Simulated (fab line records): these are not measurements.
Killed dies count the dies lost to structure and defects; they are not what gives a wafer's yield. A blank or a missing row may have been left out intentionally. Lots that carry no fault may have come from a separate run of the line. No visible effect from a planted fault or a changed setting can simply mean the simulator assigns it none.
fab line records	flow nand-harc
record: lots: 5	wafers: 15	last-day: 23
route steps=1159 shown A_SGD_CUT@751 A_SLIT@779 END@1159
lots untouched by any fault: they come from a run of this same line in which no faults occurred
start-h: hours from the record's opening day to when the first of the lot's shown wafers began	wait-h: hours since the lot's step before	" the same as in the row above	L1.1+2: several wafers, shown together as one row	- no value, or no start was given	* or withheld: withheld	< > ~ a bound
route shown NAME@n: a module of which the file shows steps, and the number in the route of the first	usual: mean/standard deviation of fault-free wafers	same: alike in all rows	chamber/n: place in a boat	sites: readings site by site	_std_site: standard deviation across them	_edge_site: inner sites' mean taken away from outer sites' mean	radius-mm: how far each site lies from the wafer's centre	mask NAME#n: copy n	behind: the last tool/chamber to shape the wafer	hold: reason for holding the lot/hours on hold/outcome of the hold	device: which transistor (n, p or np) failed to switch	end of line: the same wafers' tests at the end of the route	where a step has no rows: the recipe by itself	killed: not the wafer's yield, but the dies lost to structure and defects at the first sort	map: per-die view of a wafer (x killed, . not killed, _ where there is no die)
set.NAME: setting as actually run; set.NAME@STEP: the setting as run at that earlier step	model.NAME: the simulator's own value behind a step, which no gauge read
lots at selected steps of the route; one table per step, one row per wafer
services: the hour from which a tool's chamber was out of use, counted from the record's first day as start-h (under 0 if before that day), plus the number of hours and why
== steps ==
step: NHARC_A_SGD_CUT_COAT_57
recipe: temp-c: 225	time-s: 65
step: NHARC_A_SGD_CUT_COAT_03
recipe: spin-rpm: 1500	resist-thk-nm: 90
step: NHARC_A_SGD_CUT_SOFTBAKE_04
recipe: temp-c: 105	time-s: 55
step: NHARC_A_SGD_CUT_EBR_05
step: NHARC_A_SGD_CUT_EXPOSE_06
recipe: na: 1.35	dose-mj: 85.59	mask-id: SGD
step: NHARC_A_SGD_CUT_PEB_07
recipe: peb-temp-c: 100	peb-time-s: 65
step: NHARC_A_SGD_CUT_DEVELOP_08
recipe: develop-time-s: 35	dev-temp-c: 23
step: NHARC_A_SGD_CUT_CD_MEAS_09
recipe: target-cd-nm: 100	landing-energy-ev: 500
usual: cd-nm: 100.2/0.64
lot.wafer	tool	chamber	start-h	wait-h	cd-nm
L908.1	cd-sem-02	0	322.97	-	99.9
L908.5	"	0	"	"	99.7
L908.6	"	0	"	"	99.8
L916.3	cd-sem-03	0	369.89	-	99.4
L916.4	"	0	"	"	100.6
L916.6	"	0	"	"	100.6
L915.1	cd-sem-01	0	371.13	-	99.5
L915.4	"	0	"	"	101.3
L915.5	"	0	"	"	100.7
L921.1	cd-sem-03	0	393.31	-	100.1
L921.3	"	0	"	"	99.8
L921.5	"	0	"	"	99.8
L923.3	cd-sem-03	0	405.36	-	100.8
L923.4	"	0	"	"	100.4
L923.6	"	0	"	"	101.1
step: NHARC_A_SGD_CUT_OVL_MEAS_10
usual: overlay-x-nm: 0.1/0.84	overlay-y-nm: 0.1/0.79
lot.wafer	tool	chamber	start-h	wait-h	overlay-x-nm	overlay-y-nm
L908.1	overlay-02	-	323.05	-	0.4	0.2
L908.5	"	-	"	"	0.6	0.4
L908.6	"	-	"	"	0.7	-0.2
L916.3	overlay-02	-	369.98	-	-0.2	0.5
L916.4	"	-	"	"	0.0	0.4
L916.6	"	-	"	"	0.3	0.1
L915.1	overlay-02	-	371.22	-	-0.4	-0.8
L915.4	"	-	"	"	-0.4	-1.0
L915.5	"	-	"	"	-1.0	-0.8
L921.1	overlay-02	-	393.40	-	0.2	-0.4
L921.3	"	-	"	"	-0.3	-0.7
L921.5	"	-	"	"	-0.4	-0.1
L923.3	overlay-02	-	405.45	-	-0.1	-0.2
L923.4	"	-	"	"	-1.4	-0.6
L923.6	"	-	"	"	0.0	-0.5
step: NHARC_A_SGD_CUT_INSPECT_11
usual: raw-defect-count: 17/9
lot.wafer	tool	chamber	start-h	wait-h	raw-defect-count
L908.1	defect-inspect-01	-	323.09	0.0	16
L908.5	"	-	"	"	11
L908.6	"	-	"	"	17
L916.3	defect-inspect-01	-	370.01	0.0	25
L916.4	"	-	"	"	20
L916.6	"	-	"	"	17
L915.1	defect-inspect-02	-	371.26	0.0	4
L915.4	"	-	"	"	9
L915.5	"	-	"	"	12
L921.1	defect-inspect-01	-	393.43	0.0	12
L921.3	"	-	"	"	9
L921.5	"	-	"	"	12
L923.3	defect-inspect-01	-	405.48	0.0	25
L923.4	"	-	"	"	25
L923.6	"	-	"	"	28
step: NHARC_A_SGD_CUT_DESCUM_14
recipe: time-s: 3	o2-flow-sccm: 200	ar-flow-sccm: 0	bias-power-w: 0	chemistry: O2
usual: drypump-motor-current-A: 5.8/0.34	oes-product-au: 1.001/0.0099	rf-vpp-V: 57.7/0.88	showerhead-plenum-p-Torr: 1.87/0.082	throttle-valve-pct: 11.311/0.0093
same: time-s: 3
lot.wafer	tool	chamber	start-h	wait-h	drypump-motor-current-A	oes-product-au	rf-hours-counter-h	rf-vpp-V	showerhead-plenum-p-Torr	throttle-valve-pct
L908.1	rie-diel-07	2	323.16	0.1	5.6	1.007	7	57.9	1.88	11.295
L908.5	"	1	"	"	5.6	0.997	-	58.4	2.01	11.304
L908.6	"	2	"	"	5.6	1.012	-	57.8	1.88	11.315
L916.4	rie-diel-04	0	370.07	0.1	5.4	1.020	7	57.0	1.79	11.329
L916.3	"	1	"	"	6.6	1.013	3	58.2	1.92	11.304
L916.6	"	1	"	"	6.7	1.009	-	57.9	1.92	11.320
L915.1	rie-diel-10	0	371.32	0.1	5.7	0.994	1	57.0	1.78	11.311
L915.4	"	3	"	"	5.8	1.005	1	58.5	1.87	11.314
L915.5	"	1	"	"	5.8	0.996	-	57.4	1.86	11.319
L921.3	rie-diel-10	0	393.49	0.1	5.8	0.999	5	58.2	1.78	11.308
L921.1	"	2	"	"	6.3	1.015	4	58.8	2.00	11.316
L921.5	"	0	"	"	5.8	0.989	-	56.3	1.78	11.319
L923.3	rie-diel-04	0	405.54	0.1	5.4	1.004	11	56.1	1.79	11.299
L923.4	"	3	"	"	5.8	0.996	13	57.5	1.78	11.318
L923.6	"	1	"	"	6.6	0.992	-	57.7	1.92	11.340
step: NHARC_A_SGD_CUT_ETCH_58
recipe: target-depth-a: 390	over-etch-frac: 0.3	time-s: 65	ion-energy-ev: 80	cf4-flow-sccm: 150	ar-flow-sccm: 0	rf-w: 300	bias-w: 100	chemistry: CF4
step: NHARC_A_SGD_CUT_ETCH_59
recipe: target-depth-a: 2600	over-etch-frac: 0.25	time-s: 406.25	ion-energy-ev: 200	n2-flow-sccm: 150	h2-flow-sccm: 150	ar-flow-sccm: 0	rf-w: 400	bias-w: 150	chemistry: N2/H2
usual: drypump-motor-current-A: 5.8/0.32	oes-product-au: 1.002/0.0095	rf-vpp-V: 429.1/2.6	showerhead-plenum-p-Torr: 1.99/0.089	throttle-valve-pct: 14.171/0.0084
same: time-s: 406.25
lot.wafer	tool	chamber	start-h	wait-h	drypump-motor-current-A	oes-product-au	rf-hours-counter-h	rf-vpp-V	showerhead-plenum-p-Torr	throttle-valve-pct
L908.1	rie-diel-07	0	323.36	-	5.6	1.001	7	428.5	1.93	14.170
L908.6	"	3	"	"	5.9	1.013	-	428.1	1.92	14.162
L908.5	"	0	"	"	5.6	1.011	-	427.2	1.93	14.160
L916.3	rie-diel-04	3	370.25	-	5.8	0.989	9	424.8	1.90	14.174
L916.4	"	0	"	"	5.4	1.013	7	428.6	1.90	14.165
L916.6	"	3	"	"	5.9	0.998	-	425.2	1.90	14.185
L915.1	rie-diel-10	2	371.56	-	6.3	1.009	1	432.6	2.13	14.181
L915.4	"	3	"	"	5.8	0.993	1	429.3	2.00	14.180
L915.5	"	0	"	"	5.8	1.013	-	426.4	1.89	14.176
L921.1	rie-diel-10	2	393.67	-	6.4	0.995	4	431.3	2.13	14.186
L921.3	"	3	"	"	5.8	0.997	4	429.2	2.00	14.171
L921.5	"	2	"	"	6.3	0.998	-	432.3	2.13	14.179
L923.4	rie-diel-04	0	405.72	-	5.4	1.003	11	427.7	1.90	14.165
L923.3	"	2	"	"	6.2	1.008	12	432.2	2.09	14.173
L923.6	"	0	"	"	5.4	1.000	-	425.5	1.90	14.163
step: NHARC_A_SGD_CUT_ETCH_15
recipe: target-depth-a: 750	time-s: 64.3	ch3f-flow-sccm: 50	o2-flow-sccm: 30	ar-flow-sccm: 200	rf-w: 500	bias-w: 100	chemistry: CH3F/O2
step: NHARC_A_SGD_CUT_ETCH_16
recipe: target-depth-a: 3105	time-s: 155.2	c4f8-flow-sccm: withheld	o2-flow-sccm: 8	ar-flow-sccm: withheld	rf-w: 600	bias-w: 800	chemistry: C4F8/O2/Ar
step: NHARC_A_SGD_CUT_STRIP_60
recipe: c4f8-flow-sccm: withheld	o2-flow-sccm: 8	ar-flow-sccm: withheld	bias-w: 0	chemistry: C4F8/O2/Ar
step: NHARC_A_SGD_CUT_STRIP_17
recipe: o2-flow-sccm: 500	ar-flow-sccm: 0	bias-w: 0	chemistry: O2
usual: drypump-motor-current-A: 5.9/0.33	oes-product-au: 1.003/0.0096	rf-vpp-V: 57.6/0.94	showerhead-plenum-p-Torr: 3.44/0.14	throttle-valve-pct: 17.036/0.0091
lot.wafer	tool	chamber	start-h	wait-h	drypump-motor-current-A	oes-product-au	rf-hours-counter-h	rf-vpp-V	showerhead-plenum-p-Torr	throttle-valve-pct
L908.1	rie-diel-07	2	-	-	5.6	1.010	7	57.3	3.47	17.026
L908.6	"	2	"	"	5.6	1.003	-	58.5	3.47	17.049
L908.5	"	3	"	"	5.9	1.010	-	58.9	3.34	17.030
L916.4	rie-diel-04	3	-	-	5.9	0.999	9	55.3	3.31	17.027
L916.3	"	2	"	"	6.3	1.007	9	59.8	3.61	17.032
L916.6	"	0	"	"	5.4	1.013	-	55.9	3.32	17.036
L915.1	rie-diel-10	3	-	-	5.8	1.006	2	57.9	3.46	17.037
L915.4	"	0	"	"	5.8	1.004	2	56.2	3.30	17.039
L915.5	"	3	"	"	5.8	1.006	-	57.7	3.46	17.037
L921.3	rie-diel-10	2	-	-	6.4	0.999	4	58.8	3.67	17.039
L921.1	"	3	"	"	5.8	0.994	5	57.6	3.46	17.042
L921.5	"	3	"	"	5.8	0.997	-	58.1	3.46	17.054
L923.3	rie-diel-04	1	-	-	6.7	0.997	7	58.4	3.54	17.051
L923.4	"	2	"	"	6.3	1.009	13	58.1	3.61	17.027
L923.6	"	1	"	"	6.7	1.000	-	57.8	3.54	17.039
step: NHARC_A_SGD_CUT_PRECLEAN_18
recipe: time-s: *	temp-c: 50	bath-age-min: 0	chemistry: SC1
step: NHARC_A_SGD_CUT_SRD_19
step: NHARC_A_SGD_CUT_DEP_20
recipe: target-thk-a: 1500	temp-c: 65	material: SiO2
step: NHARC_A_SGD_CUT_ANNEAL_27
recipe: temp-c: 450	time-s: 1800
step: NHARC_A_SGD_CUT_CMP_21
recipe: target-thk-nm: 148.19
step: NHARC_A_SGD_CUT_THK_MEAS_22
recipe: thk-meas-gauge: ellipsometry
usual: thk-nm: 148.2/1.4
lot.wafer	tool	chamber	start-h	wait-h	thk-nm
L908.1	film-metro-01	-	329.81	0.2	148.6
L908.5	"	-	"	"	147.0
L908.6	"	-	"	"	147.2
L916.3	film-metro-01	-	374.81	0.2	147.5
L916.4	"	-	"	"	148.1
L916.6	"	-	"	"	146.4
L915.1	film-metro-02	-	374.92	0.2	149.0
L915.4	"	-	"	"	147.3
L915.5	"	-	"	"	149.9
L921.1	film-metro-01	-	400.44	0.2	149.6
L921.3	"	-	"	"	148.3
L921.5	"	-	"	"	148.4
L923.3	film-metro-01	-	413.23	0.2	148.6
L923.4	"	-	"	"	148.1
L923.6	"	-	"	"	145.5
step: NHARC_A_SGD_CUT_SRD_23
step: NHARC_A_SGD_CUT_ETCH_26
recipe: target-depth-a: 458	chemistry: dHF	material: SiO2
step: NHARC_A_SGD_CUT_ETCHBACK_24
recipe: target-depth-a: 500	over-etch-frac: 0.3	time-s: 92.857	ion-energy-ev: 120	ch3f-flow-sccm: 50	o2-flow-sccm: 30	ar-flow-sccm: 200	rf-w: 500	bias-w: 100	chemistry: CH3F/O2
usual: drypump-motor-current-A: 5.83/0.29	oes-product-au: 0.97/0.034	rf-vpp-V: 243.6/1.6	showerhead-plenum-p-Torr: 2.41/0.1	throttle-valve-pct: 20.663/0.0093
same: time-s: 92.857
lot.wafer	tool	chamber	start-h	wait-h	drypump-motor-current-A	oes-product-au	rf-hours-counter-h	rf-vpp-V	showerhead-plenum-p-Torr	throttle-valve-pct
L908.1	rie-diel-07	2	330.09	0.2	5.62	0.94	7	242.4	2.41	20.659
L908.5	"	3	"	"	5.90	0.93	-	243.0	2.32	20.662
L908.6	"	0	"	"	5.63	0.94	-	241.8	2.34	20.664
L916.4	rie-diel-10	0	375.06	0.2	5.76	1.00	2	243.4	2.29	20.650
L916.3	"	2	"	"	6.34	1.00	2	246.1	2.56	20.671
L916.6	"	0	"	"	5.76	1.00	-	242.4	2.29	20.669
L915.1	rie-diel-10	2	375.14	0.2	6.34	0.95	2	246.0	2.56	20.674
L915.4	"	3	"	"	5.77	0.94	2	242.9	2.41	20.653
L915.5	"	2	"	"	6.33	0.95	-	246.4	2.56	20.671
L921.3	rie-diel-07	0	400.68	0.1	5.66	1.00	12	243.4	2.33	20.666
L921.1	"	1	"	"	5.64	1.00	12	245.9	2.58	20.667
L921.5	"	3	"	"	5.88	1.01	-	243.2	2.32	20.664
L923.3	rie-diel-10	1	413.45	0.1	5.80	0.96	6	241.4	2.39	20.664
L923.4	"	2	"	"	6.35	0.95	6	245.1	2.56	20.679
L923.6	"	1	"	"	5.77	0.96	-	243.5	2.39	20.642
step: NHARC_A_SGD_CUT_STRIP_28
recipe: time-s: 20	o2-flow-sccm: 500	ar-flow-sccm: 0	bias-w: 0	chemistry: O2
step: NHARC_A_SLIT_DEP_25
recipe: target-thk-a: 2000	temp-c: 400	pressure-torr: 6.5	rf-w: 900	teos-flow-sccm: 161.4	flow-sccm: 2650	target-thk-nm: 200	gas: O2	material: SiO2
usual: heater-power-w: 582/110	susceptor-temp-C: 400.01/0.22	throttle-valve-pct: 15.5/0.44
lot.wafer	tool	chamber	start-h	wait-h	heater-power-w	susceptor-temp-C	throttle-valve-pct
L908.1	pecvd-03	1	330.39	0.1	521	399.84	15.6
L908.5	"	1	"	"	549	399.78	15.6
L908.6	"	2	"	"	413	400.28	14.7
L916.3	pecvd-02	1	375.43	0.1	620	399.93	15.7
L916.6	"	0	"	"	692	400.45	15.1
L916.4	"	1	"	"	624	399.88	15.8
L915.1	pecvd-03	2	375.53	0.2	415	399.99	15.0
L915.5	"	2	"	"	425	399.84	14.9
L915.4	"	0	"	"	413	400.48	16.4
L921.3	pecvd-03	2	400.97	0.1	446	400.28	15.1
L921.1	"	0	"	"	473	399.57	16.0
L921.5	"	2	"	"	449	400.03	14.8
L923.3	pecvd-01	1	413.85	0.1	558	399.94	16.2
L923.4	"	2	"	"	700	399.58	15.7
L923.6	"	0	"	"	559	400.00	16.3
step: NHARC_A_SLIT_DEP_00
recipe: target-thk-a: 32000	temp-c: 400	material: aC
usual: susceptor-temp-C: 399.97/0.24	throttle-valve-pct: 34.999/0.0096
lot.wafer	tool	chamber	start-h	wait-h	susceptor-temp-C	throttle-valve-pct
L908.1	acl-dep-03	0	332.34	-	399.95	34.991
L908.5	"	0	333.64	-	399.90	34.992
L908.6	"	0	"	"	399.75	34.990
L916.3	acl-dep-01	0	377.23	-	399.97	35.010
L916.4	"	0	"	"	400.27	34.989
L916.6	"	0	"	"	399.77	34.998
L915.1	acl-dep-02	0	377.90	-	-	34.993
L915.4	"	0	"	"	-	34.984
L915.5	"	0	"	"	-	34.976
L921.1	acl-dep-02	0	401.31	-	400.37	35.007
L921.3	"	0	"	"	400.20	35.006
L921.5	"	0	"	"	399.79	35.006
L923.3	acl-dep-02	0	414.78	-	400.12	35.008
L923.4	"	0	"	"	400.03	34.996
L923.6	"	0	"	"	399.99	34.983
step: NHARC_A_SLIT_DEP_23
recipe: target-thk-a: 1000	target-thk-nm: 100	temp-c: 400	pressure-torr: 3.5	flow-sccm: 200	rf-w: 350	material: SiON
step: NHARC_A_SLIT_DEHYDRATE_01
recipe: temp-c: 150	time-s: 120
step: NHARC_A_SLIT_HMDS_02
recipe: time-s: 30
step: NHARC_A_SLIT_COAT_03
recipe: spin-rpm: 1500	resist-thk-nm: 90
step: NHARC_A_SLIT_SOFTBAKE_04
recipe: temp-c: 105	time-s: 55
step: NHARC_A_SLIT_EBR_05
step: NHARC_A_SLIT_EXPOSE_06
recipe: na: 1.35	dose-mj: 60.82	mask-id: SLIT
step: NHARC_A_SLIT_PEB_07
recipe: peb-temp-c: 100	peb-time-s: 65
step: NHARC_A_SLIT_DEVELOP_08
recipe: develop-time-s: 35	dev-temp-c: 23
step: NHARC_A_SLIT_CD_MEAS_09
recipe: target-cd-nm: 300	landing-energy-ev: 500
usual: cd-nm: 300.4/0.51
lot.wafer	tool	chamber	start-h	wait-h	cd-nm
L908.1	cd-sem-01	0	335.48	-	300.2
L908.5	"	0	"	"	300.5
L908.6	"	0	"	"	300.5
L916.3	cd-sem-01	0	379.36	-	301.0
L916.4	"	0	"	"	300.9
L916.6	"	0	"	"	300.2
L915.1	cd-sem-03	0	380.90	-	300.7
L915.4	"	0	"	"	300.2
L915.5	"	0	"	"	300.6
L921.1	cd-sem-03	0	404.14	-	299.6
L921.3	"	0	"	"	299.6
L921.5	"	0	"	"	299.7
L923.3	cd-sem-03	0	416.69	-	300.4
L923.4	"	0	"	"	299.8
L923.6	"	0	"	"	300.6
step: NHARC_A_SLIT_OVL_MEAS_10
usual: overlay-x-nm: -0.2/0.82	overlay-y-nm: -0.2/0.8
lot.wafer	tool	chamber	start-h	wait-h	overlay-x-nm	overlay-y-nm
L908.1	overlay-02	-	335.57	-	0.4	0.3
L908.5	"	-	"	"	0.5	0.5
L908.6	"	-	"	"	0.4	0.9
L916.3	overlay-02	-	379.44	-	1.1	-1.0
L916.4	"	-	"	"	0.6	-1.1
L916.6	"	-	"	"	0.8	-1.3
L915.1	overlay-01	-	380.99	-	0.9	2.2
L915.4	"	-	"	"	1.2	1.7
L915.5	"	-	"	"	1.0	2.2
L921.1	overlay-02	-	404.23	-	0.0	-0.6
L921.3	"	-	"	"	0.3	-1.6
L921.5	"	-	"	"	-0.3	-0.7
L923.3	overlay-01	-	416.78	-	-0.1	-1.3
L923.4	"	-	"	"	-0.2	-0.8
L923.6	"	-	"	"	-0.3	-0.9
step: NHARC_END_SORT_01
recipe: temp-c: 25
usual: killed-at-array: 27/9.9	killed-at-other: 0.6/0.84	killed-at-periphery: 3.7/2.5	killed-dies: 31/9.9	killed-open: 3.0/1.6	killed-short: 1.9/1.2
same: gross-dies: 677
lot.wafer	tool	chamber	start-h	wait-h	killed-at-array	killed-at-other	killed-at-periphery	killed-dies	killed-open	killed-short
L908.1	prober-01	0	453.43	2.5	33	0	5	38	2	1
L908.5	prober-01	0	456.63	3.7	27	0	6	33	2	3
L908.6	prober-01	0	457.43	4.0	39	0	2	41	1	1
L916.3	prober-01	0	495.25	3.1	22	1	8	31	5	3
L916.4	prober-01	0	496.05	3.4	33	0	5	38	3	1
L916.6	prober-01	0	497.65	4.0	27	0	5	32	3	0
L915.1	prober-02	0	509.14	2.5	14	2	5	21	2	4
L915.4	prober-02	0	511.55	3.4	15	0	8	23	2	1
L915.5	prober-02	0	512.36	3.7	13	0	6	19	2	3
L921.1	prober-02	0	527.53	2.5	21	0	4	25	5	3
L921.3	prober-02	0	529.13	3.1	17	1	4	22	6	4
L921.5	prober-02	0	530.72	3.7	18	0	5	23	3	1
L923.3	prober-02	0	542.98	3.1	33	1	2	36	3	3
L923.4	prober-02	0	543.77	3.4	53	0	5	58	1	1
L923.6	prober-02	0	545.35	3.9	76	3	2	81	4	1
killed by level:class
L908.1 A_SLIT:chamber-film-flake=13 A_CHANNEL_HOLE_D1:chamber-film-flake=7 A_CHANNEL_FILL_D1:chamber-film-flake=4 A_CONTACT:chamber-film-flake=3 A_WL_FILL:chamber-film-flake=2 A_M0:chamber-film-flake=2 P_M0:geometric-particle:open=1 P_M0:geometric-particle:short=1
L908.5 A_SLIT:chamber-film-flake=10 A_CHANNEL_HOLE_D1:chamber-film-flake=5 A_M0:chamber-film-flake=3 P_CONTACT:chamber-film-flake=2 A_CHANNEL_FILL_D1:chamber-film-flake=2 A_WL_FILL:chamber-film-flake=2 P_M0:geometric-particle:short=1 P_M0:geometric-particle:open=1
L908.6 A_SLIT:chamber-film-flake=12 A_CHANNEL_HOLE_D1:chamber-film-flake=9 A_STAIRCASE:chamber-film-flake=5 A_WL_FILL:chamber-film-flake=4 A_CONTACT:chamber-film-flake=4 A_M0:chamber-film-flake=3 P_GATE:geometric-particle:open=1 A_SGD_CUT:geometric-particle:short=1
L916.3 A_STAIRCASE:chamber-film-flake=7 A_CHANNEL_HOLE_D1:chamber-film-flake=5 A_CONTACT:chamber-film-flake=4 A_WL_FILL:chamber-film-flake=3 P_ZERO_WELL:chamber-film-flake=2 P_STI:geometric-particle:open=1 P_GATE:geometric-particle:open=1 P_M0:geometric-particle:open=1
L916.4 A_CHANNEL_HOLE_D1:chamber-film-flake=14 A_CONTACT:chamber-film-flake=13 A_WL_FILL:chamber-film-flake=3 P_M0:geometric-particle:open=2 A_STAIRCASE:chamber-film-flake=2 P_CONTACT:geometric-particle:open=1 A_ONON_D1:geometric-particle:short=1 P_ZERO_WELL:chamber-film-flake=1
L916.6 A_CHANNEL_HOLE_D1:chamber-film-flake=10 A_STAIRCASE:chamber-film-flake=6 A_CONTACT:chamber-film-flake=6 A_WL_FILL:chamber-film-flake=3 A_CHANNEL_HOLE_D1:geometric-particle:open=2 P_ZERO_WELL:chamber-film-flake=2 P_CONTACT:geometric-particle:open=1 P_GATE:chamber-film-flake=1
L915.1 A_WL_FILL:chamber-film-flake=3 P_M1:chamber-film-flake=3 A_STAIRCASE:chamber-film-flake=3 A_WL_FILL:geometric-particle:short=2 HYBRID_BOND:chamber-film-flake=2 A_CHANNEL_HOLE_D1:geometric-particle:short=1 A_CHANNEL_FILL_D1:geometric-particle:open=1 A_CONTACT:geometric-particle:short=1
L915.4 P_M1:chamber-film-flake=6 A_CHANNEL_HOLE_D1:chamber-film-flake=5 A_STAIRCASE:chamber-film-flake=4 A_CONTACT:chamber-film-flake=3 P_CONTACT:geometric-particle:open=1 A_ONON_D1:geometric-particle:short=1 A_BLC:geometric-particle:open=1 P_GATE:chamber-film-flake=1
L915.5 P_M1:chamber-film-flake=3 A_CHANNEL_HOLE_D1:chamber-film-flake=3 A_WL_FILL:chamber-film-flake=3 P_GATE:geometric-particle:open=1 P_M0:geometric-particle:open=1 A_STAIRCASE:geometric-particle:short=1 A_SGD_CUT:geometric-particle:short=1 A_M0:geometric-particle:short=1
L921.1 A_CHANNEL_HOLE_D1:chamber-film-flake=6 A_STAIRCASE:chamber-film-flake=4 A_BLC:chamber-film-flake=3 A_M0:geometric-particle:open=2 A_CONTACT:chamber-film-flake=2 P_GATE:geometric-particle:short=1 P_CONTACT:geometric-particle:short=1 P_M0:geometric-particle:open=1
L921.3 A_CHANNEL_HOLE_D1:chamber-film-flake=4 A_M0:geometric-particle:open=3 A_CONTACT:chamber-film-flake=3 A_STAIRCASE:chamber-film-flake=2 P_GATE:geometric-particle:short=1 P_CONTACT:geometric-particle:open=1 P_CONTACT:geometric-particle:short=1 A_SGD_CUT:geometric-particle:short=1
L921.5 A_CHANNEL_HOLE_D1:chamber-film-flake=6 A_BLC:chamber-film-flake=3 P_STI:chamber-film-flake=2 P_GATE:chamber-film-flake=2 A_ZERO_WELL:chamber-film-flake=2 A_STAIRCASE:chamber-film-flake=2 A_ONON_D1:geometric-particle:open=1 A_WL_FILL:geometric-particle:open=1
L923.3 A_CHANNEL_HOLE_D1:chamber-film-flake=20 A_CONTACT:chamber-film-flake=5 A_ONON_D1:geometric-particle:open=2 P_M1:geometric-particle:open=1 A_CHANNEL_FILL_D1:geometric-particle:short=1 A_SGD_CUT:geometric-particle:short=1 A_BLC:geometric-particle:short=1 P_ZERO_WELL:chamber-film-flake=1
L923.4 A_SGD_CUT:unspecified=41 A_CHANNEL_HOLE_D1:chamber-film-flake=6 P_STI:chamber-film-flake=4 A_STAIRCASE:chamber-film-flake=2 A_CHANNEL_HOLE_D1:geometric-particle:short=1 A_SGD_CUT:geometric-particle:open=1 P_ZERO_WELL:chamber-film-flake=1 A_ZERO_WELL:chamber-film-flake=1
L923.6 A_SGD_CUT:unspecified=44 A_CHANNEL_HOLE_D1:chamber-film-flake=17 A_STAIRCASE:chamber-film-flake=5 A_CONTACT:chamber-film-flake=3 THIN_TSV:chamber-film-flake=3 A_ONON_D1:geometric-particle:open=2 A_SGD_CUT:geometric-particle:short=1 A_SGD_CUT:geometric-particle:open=1
map L923.6 (x killed, . not)
____________.____________
_________......._________
_______..........._______
______.............______
_____...x..........x_____
____.............x...____
____.................____
___....x..............___
___.......x...........___
__.....................__
__.............x.......__
_......................._
_......................._
_......................._
_....x.................._
_......................._
.....x....x..............
...x.x...............x...
..x..x.x.x.............x.
.........x..........xxxxx
.x..xxx..............xxxx
_..x.xxx..........xxxxxx_
_....xxx............xxxx_
_.x..x......xx......xxxx_
_...................xxxx_
_...................xxxx_
__..................xxx__
__..................xxx__
___.....x...........xx___
___............x..x.x.___
____................x____
____.................____
_____.......x......._____
______.............______
_______...x......._______
_________..x.x.._________
____________.____________
map L916.4 (x killed, . not)
____________.____________
_________......._________
_______.......x..._______
______.............______
_____x.............._____
____.................____
____.................____
___...................___
___...................___
__.....................__
__.....................__
_......................._
_......................._
_......................._
_......x................_
_......................._
.x......x................
...x..x..................
..xx.xx..................
...............x.........
...xx.x.x............x...
_.......x....x......x..._
_x..xx....x............._
_.....x.........x......._
_..xx...x..............._
_..x.....x.............._
__.....x.x.............__
__...x....x............__
___..x................___
___x.x................___
____.................____
____.................____
_____..............._____
______.............______
_______..........._______
_________......._________
____________.____________
== services ==
tool	chamber	start-h	hours	kind
rie-diel-10	-	304.24	2.2	repair
rie-diel-10	0	308.38	-	clean
rie-diel-10	1	308.38	-	clean
rie-diel-10	2	308.38	-	clean
rie-diel-10	3	308.38	-	clean
rie-diel-04	1	308.95	42.5	repair
rie-diel-04	0	310.40	7.8	repair
rie-diel-10	3	320.15	10.9	repair
rie-diel-10	0	332.92	-	clean
rie-diel-10	1	332.92	-	clean
rie-diel-10	2	332.92	-	clean
rie-diel-10	3	332.92	-	clean
rie-diel-10	3	333.88	3.8	repair
pecvd-02	-	334.23	13.0	pm
pecvd-01	-	349.08	2.5	repair
acl-dep-02	-	350.60	13.0	pm
rie-diel-10	-	353.59	9.0	pm
rie-diel-04	0	356.92	3.0	repair
pecvd-02	2	359.66	11.2	repair
pecvd-01	0	372.73	8.4	repair
acl-dep-03	-	405.05	13.0	pm
rie-diel-07	-	405.20	9.0	pm
rie-diel-04	3	411.78	5.9	repair
rie-diel-04	1	414.37	2.7	repair
== key ==
first-sign: step: NHARC_END_SORT_01	reading: killed-dies	direction: up	sigmas: 3.8	usual: 31	struck: 70
effect: step: NHARC_END_SORT_01	reading: killed-at-array	direction: up	sigmas: 3.8	usual: 27	struck: 64
more-kills-born-at: NHARC_A_SGD_CUT_ETCH_59@rie-diel-04: 85
met-at NHARC_A_SGD_CUT_ETCH_59
struck-wafers L923.4,L923.6
tester-left-out L923
onset-between 370.25 405.72
fault: kind: chamber-particle-source	tool: rie-diel-04	chamber: 0	onset-h: 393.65	steps: NHARC_A_SGD_CUT_ETCH_59	rate-per-visit-cm2: 0.64158	end-h: 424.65
tester-left-out: of these lots the tester's yield and bins aren't shown, on N5 and GAA mostly nor the transistor test; their killed dies are dies lost to structure and defects alone, not to doping, threshold or leakage, so they don't give the yield
